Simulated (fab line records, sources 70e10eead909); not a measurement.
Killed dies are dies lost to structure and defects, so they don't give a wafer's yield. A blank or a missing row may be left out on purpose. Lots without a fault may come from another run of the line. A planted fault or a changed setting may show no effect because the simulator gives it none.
Chamber matching | flow nand_harc | NHARC_A_STAIRCASE_DESCUM_443 on rie_diel-03: 4 sister chambers
The step chemistry O2, time 3 s. 8 wafers are shown with their chamber, then 8 later ones without.

WAFERS WITH THEIR CHAMBER
wafer  | chamber | drypump_motor_current_A (A) | showerhead_plenum_p_Torr (Torr)
L074.3 | 0       | 5.3                         | 1.86
L076.2 | 0       | 5.3                         | 1.86
L082.2 | 3       | 5.6                         | 2.05
L082.4 | 1       | 6.1                         | 1.88
L086.1 | 2       | 4.8                         | 1.86
L086.2 | 1       | 6.1                         | 1.87
L086.6 | 2       | 4.8                         | 1.86
L091.2 | 3       | 5.7                         | 2.04

WAFERS WITHOUT THEIR CHAMBER
wafer  | drypump_motor_current_A (A) | showerhead_plenum_p_Torr (Torr)
L091.4 | 6.1                         | 1.87
L091.6 | 5.3                         | 1.84
L092.2 | 6.1                         | 1.86
L092.3 | 4.8                         | 1.85
L092.5 | 6.1                         | 1.86
L094.2 | 5.7                         | 2.04
L094.5 | 6.1                         | 1.86
L094.6 | 5.3                         | 1.84

WHICH CHAMBER EACH WENT THROUGH
wafer  | from the rows above | in truth
L091.4 | 1                   | 1
L091.6 | 0                   | 0
L092.2 | 1                   | 1
L092.3 | 2                   | 2
L092.5 | 1                   | 1
L094.2 | 3                   | 3
L094.5 | 1                   | 1
L094.6 | 0                   | 0
Placed correctly: 8 of 8. Can't be placed from these rows: 0. Placed wrongly: 0.
How it was worked out, from the rows above alone: a wafer's distance from a chamber is the root of the sum, over the readings, of the square of ((its reading less the chamber's mean) divided by the reading's scatter). The wafer belongs to the nearest chamber; if the next one is less than 2 further off, it can't be placed. A chamber's mean is the mean of its shown wafers. The scatter: the root of (the sum of the squares of (reading less its chamber's mean) over the shown wafers, divided by (wafers less chambers)).
